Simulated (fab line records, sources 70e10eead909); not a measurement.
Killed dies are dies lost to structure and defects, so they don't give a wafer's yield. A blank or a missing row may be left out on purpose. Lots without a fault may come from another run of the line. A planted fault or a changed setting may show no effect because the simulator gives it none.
fab line records | flow nand_harc | part 2 of 2: steps 27 to 32 of 32
record lots=5 wafers=15 last_day=34
route steps=1302 shown A_ONON_D1@439 A_CHANNEL_HOLE_D1@450
lots that met no fault: from a run of the same line without faults
start_h: hours from the record's first day to the start of the lot's first wafer shown | wait_h: hours since the lot's step before | " the same as in the row above | L1.1+2: a row that stands for several wafers | - no value, or no start given | * or withheld: withheld | < > ~ a bound
route shown NAME@n: a module of which the file shows steps, and the number in the route of the first | usual: mean/standard deviation of fault-free wafers | same: alike in all rows | chamber/n: place in a boat | sites: the reading at each site | _std_site: their standard deviation | _edge_site: outer sites' mean less inner sites' | radius_mm: how far each site lies from the wafer's centre | mask NAME#n: copy n | behind: the tool/chamber that last shaped the wafer | hold: why the lot was held/for how many hours/how that ended | device: the transistor (n, p or np) that didn't switch | end of line: the same wafers' tests at the end of the route | a step without rows: its recipe alone | killed: dies lost to structure and defects at the first sort, not the wafer's yield | map: a wafer's dies, x killed, . not, _ none there
set.NAME: the setting as run; set.NAME@STEP: as run at that earlier step | model.NAME: the simulator's own value behind a step, which no gauge read
lots at some steps of the route; a table a step, a row a wafer
services: from which hour (start_h, from the record's first day; less than 0 if before it) a tool's chamber was out of use, for how many hours, and why
## steps
# step NHARC_A_CHANNEL_HOLE_D1_ETCH_38
# recipe target_depth_a=390 over_etch_frac=0.3 time_s=65 ion_energy_ev=80 cf4_flow_sccm=150 ar_flow_sccm=0 rf_w=300 bias_w=100 chemistry=CF4
# usual cf4_flow_sccm=150.1/0.5 drypump_motor_current_A=5.8/0.32 oes_product_au=0.998/0.0082 rf_vpp_V=151.3/1 showerhead_plenum_p_Torr=1.77/0.054 throttle_valve_pct=13.284/0.0089
# columns lot.wafer tool chamber start_h wait_h cf4_flow_sccm drypump_motor_current_A oes_product_au rf_hours_counter_h rf_vpp_V showerhead_plenum_p_Torr throttle_valve_pct
L078.2 rie_diel-13 2 208.83 0.2 149.1 5.8 0.989 4 153.0 1.83 13.279
L078.4 " 2 " " 149.5 5.8 0.990 - 152.6 1.83 13.276
L078.6 " 3 " " 150.1 5.6 0.992 - 150.5 1.75 13.290
L079.3 rie_diel-05 3 225.29 0.2 149.9 5.2 1.002 54 151.0 1.79 13.292
L079.1 " 0 " " 150.8 6.7 1.006 54 150.6 1.66 13.280
L079.2 " 2 " " 149.6 5.8 1.002 51 151.7 1.74 13.289
L090.1 rie_diel-05 1 345.78 0.1 150.1 6.2 0.999 28 152.8 1.84 13.286
L090.3 " 2 " " 149.6 5.8 1.003 26 151.1 1.73 13.285
L090.2 " 3 " " 150.3 5.2 0.993 22 151.8 1.79 13.288
L096.1 rie_diel-05 2 397.52 0.1 150.8 5.8 1.006 44 151.7 1.72 13.279
L096.3 " 0 " " 149.5 6.7 0.999 45 149.2 1.65 13.287
L096.6 " 3 " " 150.1 5.2 0.993 - 151.6 1.78 13.272
L097.3 rie_diel-13 3 414.78 0.1 150.3 5.7 0.987 4 150.4 1.75 13.273
L097.4 " 2 " " 149.5 5.8 1.003 4 152.9 1.82 13.296
L097.6 " 0 " " 150.4 6.0 0.999 - 150.7 1.81 13.281
# step NHARC_A_CHANNEL_HOLE_D1_ETCH_39
# recipe target_depth_a=2600 over_etch_frac=0.3 time_s=325 ion_energy_ev=200 n2_flow_sccm=150 h2_flow_sccm=150 ar_flow_sccm=0 rf_w=400 bias_w=150 chemistry=N2/H2
# usual drypump_motor_current_A=5.8/0.3 oes_product_au=0.997/0.0084 rf_vpp_V=430.7/2 showerhead_plenum_p_Torr=2.04/0.066 throttle_valve_pct=14.171/0.0092
# columns lot.wafer tool chamber start_h wait_h drypump_motor_current_A oes_product_au rf_hours_counter_h rf_vpp_V showerhead_plenum_p_Torr throttle_valve_pct
L078.2 rie_diel-13 1 - - 5.6 0.994 4 426.5 1.96 14.175
L078.6 " 1 " " 5.6 1.005 - 427.7 1.96 14.176
L078.4 " 2 " " 5.8 0.992 - 432.6 2.11 14.170
L079.3 rie_diel-05 3 - - 5.2 1.005 54 432.8 2.07 14.181
L079.2 " 0 " " 6.7 1.014 54 426.3 1.91 14.165
L079.1 " 1 " " 6.2 0.982 52 432.7 2.14 14.167
L090.1 rie_diel-05 2 - - 5.8 1.002 26 428.9 1.99 14.174
L090.2 " 3 " " 5.2 0.993 22 431.4 2.06 14.172
L090.3 " 0 " " 6.7 1.004 24 427.7 1.90 14.183
L096.3 rie_diel-05 3 - - 5.2 0.987 40 431.3 2.06 14.182
L096.1 " 0 " " 6.7 1.007 45 427.6 1.89 14.170
L096.6 " 3 " " 5.2 1.000 - 430.9 2.06 14.163
L097.4 rie_diel-13 0 - - 6.1 1.001 5 432.0 2.09 14.167
L097.3 " 1 " " 5.6 0.988 4 428.1 1.96 14.174
L097.6 " 0 " " 6.0 0.994 - 433.0 2.09 14.167
# step NHARC_A_CHANNEL_HOLE_D1_ETCH_34
# recipe target_depth_a=1540 time_s=77 cf4_flow_sccm=100 chf3_flow_sccm=30 ar_flow_sccm=0 rf_w=500 bias_w=200 chemistry=CF4/CHF3
# usual cf4_flow_sccm=100.0/0.31 drypump_motor_current_A=5.8/0.32 oes_product_au=0.941/0.022 rf_vpp_V=370.6/1.9 showerhead_plenum_p_Torr=1.57/0.05 throttle_valve_pct=16.803/0.0091
# columns lot.wafer tool chamber start_h wait_h cf4_flow_sccm drypump_motor_current_A oes_product_au rf_hours_counter_h rf_vpp_V showerhead_plenum_p_Torr throttle_valve_pct
L078.2 rie_diel-13 2 - - 100.4 5.8 0.934 4 371.6 1.63 16.812
L078.4 " 1 " " 99.9 5.6 0.941 - 368.4 1.52 16.797
L078.6 " 2 " " 100.2 5.8 0.927 - 372.5 1.63 16.827
L079.2 rie_diel-05 3 - - 100.2 5.2 0.938 55 372.9 1.60 16.801
L079.3 " 0 " " 100.4 6.7 0.925 54 365.9 1.48 16.791
L079.1 " 1 " " 99.8 6.2 0.930 52 372.3 1.65 16.797
L090.3 rie_diel-05 2 - - 100.3 5.8 0.971 27 368.8 1.54 16.802
L090.2 " 0 " " 100.3 6.7 0.990 24 367.6 1.47 16.806
L090.1 " 1 " " 100.8 6.2 0.956 28 371.8 1.64 16.809
L096.3 rie_diel-05 0 - - 100.1 6.7 0.923 45 366.0 1.47 16.809
L096.1 " 2 " " 99.6 5.8 0.915 45 370.5 1.53 16.811
L096.6 " 1 " " 100.3 6.2 0.912 - 372.0 1.63 16.809
L097.4 rie_diel-13 1 - - 99.9 5.6 0.930 4 368.8 1.51 16.816
L097.3 " 2 " " 100.2 5.8 0.919 4 372.1 1.62 16.813
L097.6 " 3 " " 100.0 5.6 0.912 - 371.0 1.55 16.783
# step NHARC_A_CHANNEL_HOLE_D1_ETCH_16
# recipe target_depth_a=31000 over_etch_frac=0.3 time_s=806 ion_energy_ev=150 o2_flow_sccm=400 cos_flow_sccm=20 ar_flow_sccm=0 rf_w=500 bias_w=300 chemistry=O2/COS
# usual drypump_motor_current_A=5.8/0.32 oes_product_au=0.998/0.0089 rf_vpp_V=314.3/1.6 showerhead_plenum_p_Torr=3.12/0.098 throttle_valve_pct=28.330/0.0091
# columns lot.wafer tool chamber start_h wait_h drypump_motor_current_A oes_product_au rf_hours_counter_h rf_vpp_V showerhead_plenum_p_Torr throttle_valve_pct
L078.2 rie_diel-13 2 - - 5.8 0.994 5 316.3 3.22 28.322
L078.6 " 1 " " 5.6 1.007 - 311.5 3.01 28.312
L078.4 " 3 " " 5.7 0.989 - 314.6 3.09 28.319
L079.1 rie_diel-05 2 - - 5.8 1.008 51 313.0 3.06 28.346
L079.2 " 3 " " 5.2 1.013 55 314.7 3.17 28.328
L079.3 " 0 " " 6.8 1.016 54 312.4 2.93 28.327
L090.3 rie_diel-05 3 - - 5.2 1.001 22 313.2 3.15 28.337
L090.1 " 1 " " 6.2 0.999 28 316.8 3.25 28.345
L090.2 " 2 " " 5.8 1.007 27 313.7 3.05 28.310
L096.3 rie_diel-05 2 - - 5.8 1.006 45 312.2 3.04 28.325
L096.1 " 0 " " 6.7 1.006 45 310.3 2.91 28.321
L096.6 " 3 " " 5.2 0.982 - 313.9 3.14 28.339
L097.4 rie_diel-13 2 - - 5.8 0.993 4 315.7 3.22 28.333
L097.3 " 0 " " 6.0 0.998 5 314.2 3.20 28.347
L097.6 " 2 " " 5.8 0.990 - 314.8 3.22 28.334
# step NHARC_A_CHANNEL_HOLE_D1_CD_MEAS_18
# usual cd_nm=99.1/2
# columns lot.wafer tool chamber start_h wait_h cd_nm
L078.2 cd_sem-02 - 210.45 - 101.5
L078.4 " - " " 96.9
L078.6 " - " " 98.2
L079.1 cd_sem-02 - 226.34 - 99.3
L079.2 " - " " 98.7
L079.3 " - " " 96.5
L090.1 cd_sem-03 - 346.81 - 102.6
L090.2 " - " " 99.9
L090.3 " - " " 100.7
L096.1 cd_sem-02 - 398.54 - 98.9
L096.3 " - " " 96.5
L096.6 " - " " 97.3
L097.3 cd_sem-03 - 415.81 - 98.9
L097.4 " - " " 101.1
L097.6 " - " " 100.4
# step NHARC_A_CHANNEL_HOLE_D1_ETCH_19
# recipe bias_v=1200 source_w=2500 pressure_mtorr=15 time_s=34.5 ar_flow_sccm=375 c4f8_flow_sccm=28.8 o2_flow_sccm=96.2 temp_c=-20 target_depth_a=* chemistry=C4F8/O2/Ar
# usual drypump_motor_current_A=6.0/0.69 showerhead_plenum_p_Torr=3.64/0.12 throttle_valve_pct=37.038/0.0084
# columns lot.wafer tool chamber start_h wait_h drypump_motor_current_A rf_hours_counter_h showerhead_plenum_p_Torr throttle_valve_pct
L078.2 har_etch-02 1 210.54 0.1 4.9 305 3.81 37.035
L078.4 " 1 " " 5.0 - 3.81 37.023
L078.6 " 1 " " 5.0 - 3.81 37.049
L079.1 har_etch-01 1 226.41 0.1 6.6 111 3.55 37.050
L079.2 " 0 " " 5.9 111 3.76 37.035
L079.3 " 1 " " 6.5 - 3.55 37.056
L090.2 har_etch-01 0 346.89 0.1 5.9 183 3.72 37.047
L090.1 " 1 " " 6.6 183 3.51 37.048
L090.3 " 1 " " 6.6 - 3.51 37.035
L096.1 har_etch-01 0 399.98 1.4 5.9 214 3.70 37.037
L096.3 " 0 " " 5.9 - 3.70 37.036
L096.6 " 1 " " 6.6 - 3.49 37.050
L097.4 har_etch-01 1 415.91 0.1 6.6 - 3.49 37.043
L097.3 " 0 " " 5.9 - 3.70 37.038
L097.6 " 1 " " 6.6 - 3.49 37.052
## services
# columns tool chamber start_h hours kind
pecvd-03 - 185.00 13.0 pm
acl_dep-01 - 186.97 13.0 pm
litho_track-04 - 203.00 7.0 pm
rie_diel-13 0 204.94 32.9 repair
pecvd_onon-03 - 227.00 13.0 pm
rie_diel-05 - 229.85 9.0 pm
rie_diel-05 - 243.11 18.7 repair
arfi_scanner-01 - 258.08 4.0 pm
pecvd_onon-01 - 269.39 13.0 pm
rie_diel-13 1 280.76 4.2 repair
pecvd_onon-04 - 311.12 13.0 pm
pecvd-01 - 311.57 13.0 pm
rie_diel-13 - 314.57 3.4 repair
rie_diel-13 1 318.52 8.0 repair
litho_track-01 - 330.00 7.0 pm
pecvd-01 - 333.27 1.5 repair
rie_diel-13 - 342.00 9.0 pm
litho_track-06 - 354.00 7.0 pm
pecvd-03 - 366.00 13.0 pm
pecvd-01 - 371.95 1.1 repair
litho_track-04 - 378.00 7.0 pm
pecvd_onon-04 - 388.29 1.1 repair
rie_diel-05 - 406.98 9.0 pm
pecvd_onon-03 - 408.00 13.0 pm
